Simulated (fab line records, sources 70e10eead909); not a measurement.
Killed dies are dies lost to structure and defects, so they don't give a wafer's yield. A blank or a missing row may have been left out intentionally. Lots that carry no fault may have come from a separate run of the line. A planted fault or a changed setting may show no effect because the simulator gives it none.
A lot that was struck, set against a sound lot :: flow nand-harc :: 38 out of 1302 route steps
Sound: these wafers, L502.1, L502.3, L502.4. Wafers struck: L515.3, L515.4, L515.6. The cause comes at the end.
Each step with rows lists, per side, the tool, then ch with its chambers, then its first start. Under that, the readings that differ: sound wafers :: struck wafers :: difference of the means :: sigmas: that difference in standard deviations of wafers without a fault.
alike: a reading whose means differ by less than 2 such deviations, as well as words and numbers matching on both sides. not compared: withheld readings; readings where some wafer has no value; bounds like >300 that might hide an equal value; numbers whose values overlap and for which the record gives no deviation.
The two part at a step that has a row with sigmas, a row that says differs or no value, or rows on one side only. Numbers that have no deviation but don't overlap get no sigmas and don't part them. A reading missing from all wafers of one side parts the sides only when that side holds two or more wafers.

first, 8 steps without rows for these wafers: NHARC_A_CHANNEL_HOLE_D1_COAT_36 (time 75 s); NHARC_A_CHANNEL_HOLE_D1_COAT_37 (time 65 s); NHARC_A_CHANNEL_HOLE_D1_COAT_04 (resist thk 90 nm); NHARC_A_CHANNEL_HOLE_D1_SOFTBAKE_05 (time 55 s); NHARC_A_CHANNEL_HOLE_D1_EBR_06; NHARC_A_CHANNEL_HOLE_D1_EXPOSE_07 (exposes mask HOLE D1, target cd 100 nm); NHARC_A_CHANNEL_HOLE_D1_PEB_08 (peb time 65 s); NHARC_A_CHANNEL_HOLE_D1_DEVELOP_09 (develop time 35 s).
NHARC_A_CHANNEL_HOLE_D1_CD_MEAS_10: the cd target is 100 nm.
  sound on cd-sem-03 ch 0, day 9 09:44; struck on cd-sem-02 ch 0, day 14 18:26
  alike: cd-nm
NHARC_A_CHANNEL_HOLE_D1_OVL_MEAS_11:
  sound on overlay-02 at day 9 09:49; struck on overlay-01 at day 14 18:31
  alike: overlay-x-nm, overlay-y-nm
NHARC_A_CHANNEL_HOLE_D1_INSPECT_12:
  sound on defect-inspect-01 at day 9 09:52; struck on defect-inspect-01 at day 14 18:34
  alike: raw-defect-count
then, 1 step without rows for these wafers: NHARC_A_CHANNEL_HOLE_D1_DESCUM_15 (chemistry O2, time 3 s).
NHARC_A_CHANNEL_HOLE_D1_ETCH_38: etches the open film in CF4, target depth 39 nm, time 65 s.
  sound on rie-diel-03 ch 0,2, day 9 10:01; struck on rie-diel-08 ch 0,2,3, day 14 18:43
  alike: drypump-motor-current-A, oes-product-au, rf-vpp-V, showerhead-plenum-p-Torr, throttle-valve-pct
  not compared: rf-hours-counter-h
then, 3 steps without rows for these wafers: NHARC_A_CHANNEL_HOLE_D1_ETCH_39 (etches the open film in N2/H2, target depth 260 nm, time 325 s); NHARC_A_CHANNEL_HOLE_D1_ETCH_34 (etches the open film in CF4/CHF3, target depth 154 nm, time 77 s); NHARC_A_CHANNEL_HOLE_D1_ETCH_16 (etches the open film in O2/COS, target depth 3100 nm, time 806 s).
NHARC_A_CHANNEL_HOLE_D1_CD_MEAS_18:
  sound on cd-sem-01 at day 9 11:14; struck on cd-sem-02 at day 14 19:44
  alike: cd-nm
then, 2 steps without rows for these wafers: NHARC_A_CHANNEL_HOLE_D1_ETCH_19 (etches the open film in C4F8/O2/Ar, time 34.5 s); NHARC_A_CHANNEL_HOLE_D1_ETCH_20 (etches the open film in C4F8/O2/Ar, time 361.9 s, target depth 1600 nm).
NHARC_A_CHANNEL_HOLE_D1_ETCH_21: etches the open film in C4F8/O2/Ar, time 514.3 s, target depth 1600 nm.
  sound on har-etch-02 ch 0,1, day 9 11:44; struck on har-etch-02 ch 0,1, day 14 20:23
  alike: drypump-motor-current-A, showerhead-plenum-p-Torr, throttle-valve-pct
  not compared: rf-hours-counter-h
then, 1 step without rows for these wafers: NHARC_A_CHANNEL_HOLE_D1_ETCH_22 (etches the open film in C4F8/O2/Ar, time 666.7 s, target depth 1600 nm).
NHARC_A_CHANNEL_HOLE_D1_ETCH_23: etches the open film in C4F8/O2/Ar, time 819 s, target depth 1600 nm.
  sound on har-etch-02 ch 0,1, day 9 12:46; struck on har-etch-02 ch 0,1, day 14 21:29
  alike: drypump-motor-current-A, showerhead-plenum-p-Torr, throttle-valve-pct
  not compared: rf-hours-counter-h
NHARC_A_CHANNEL_HOLE_D1_ETCH_24: etches the open film in C4F8/O2/Ar, time 906.2 s, target depth 1500 nm.
  sound on har-etch-02 ch 0,1, day 9 13:28; struck on har-etch-02 ch 0,1, day 14 22:12
  alike: drypump-motor-current-A, showerhead-plenum-p-Torr, throttle-valve-pct
  not compared: rf-hours-counter-h
then, 2 steps without rows for these wafers: NHARC_A_CHANNEL_HOLE_D1_ETCH_25 (etches the open film in C4F8/O2/Ar, time 1040.2 s, target depth 1500 nm); NHARC_A_CHANNEL_HOLE_D1_ETCH_26 (etches the open film in C4F8/O2/Ar, time 224.1 s, target depth 300 nm).
NHARC_A_CHANNEL_HOLE_D1_ETCH_33: etches the open film in C4F8/O2/Ar, time 90 s, target depth 400 nm.
  sound on har-etch-02 ch 0,1, day 9 15:18; struck on har-etch-02 ch 0,1, day 14 23:51
  alike: drypump-motor-current-A, showerhead-plenum-p-Torr, throttle-valve-pct
  not compared: rf-hours-counter-h
then, 4 steps without rows for these wafers: NHARC_A_CHANNEL_HOLE_D1_STRIP_41 (strips in N2/H2); NHARC_A_CHANNEL_HOLE_D1_STRIP_42 (strips in CF4/CHF3); NHARC_A_CHANNEL_HOLE_D1_STRIP_43 (strips in O2/COS); NHARC_A_CHANNEL_HOLE_D1_ETCH_44 (etches the open film in CF4/O2, target depth 140 nm, overetch 14 nm, time 77 s).
NHARC_A_CHANNEL_HOLE_D1_STRIP_27: strips in O2.
  sound on rie-diel-03 ch 0,2,3; struck on rie-diel-03 ch 2,3
  alike: drypump-motor-current-A, oes-product-au, rf-vpp-V, showerhead-plenum-p-Torr, throttle-valve-pct
  not compared: rf-hours-counter-h
then, 2 steps without rows for these wafers: NHARC_A_CHANNEL_HOLE_D1_PRECLEAN_28 (cleans in SC1); NHARC_A_CHANNEL_HOLE_D1_SRD_29.
NHARC_A_CHANNEL_HOLE_D1_CD_MEAS_30:
  sound on cd-sem-02 at day 9 17:01; struck on cd-sem-03 at day 15 01:19
reading: cd-nm (nm)
sound: 86.1 86.9 86.6
struck: 89.3 92.0 90.6
difference: +4.1
sigmas: +2
after that, 1 step had no rows for these wafers: NHARC_A_CHANNEL_HOLE_D1_XSEM_31.
NHARC_A_CHANNEL_HOLE_D1_INSPECT_40:
  sound on defect-inspect-02 at day 9 17:12; struck on defect-inspect-02 at day 15 01:31
reading: raw-defect-count
sound: 95 119 98
struck: 911 903 889
difference: +797
sigmas: +33
then, 1 step without rows for these wafers: NHARC_A_CHANNEL_FILL_D1_PRECLEAN_00 (cleans in SC1).
-- break in the record here, with 16 days between the starts of the struck wafers on either side (left off in module A_CHANNEL_FILL_D1, picked up again in module END, where the first step shown is number 1302 on the route) --
NHARC_END_SORT_01:
  here the record holds rows for the struck wafers (prober-01 ch 0, day 30 22:10) but none for the sound ones

== WHERE THEY PART ==
First at NHARC_A_CHANNEL_HOLE_D1_CD_MEAS_30; last, within this record, at NHARC_END_SORT_01.

WHY: the cause the simulator had injected
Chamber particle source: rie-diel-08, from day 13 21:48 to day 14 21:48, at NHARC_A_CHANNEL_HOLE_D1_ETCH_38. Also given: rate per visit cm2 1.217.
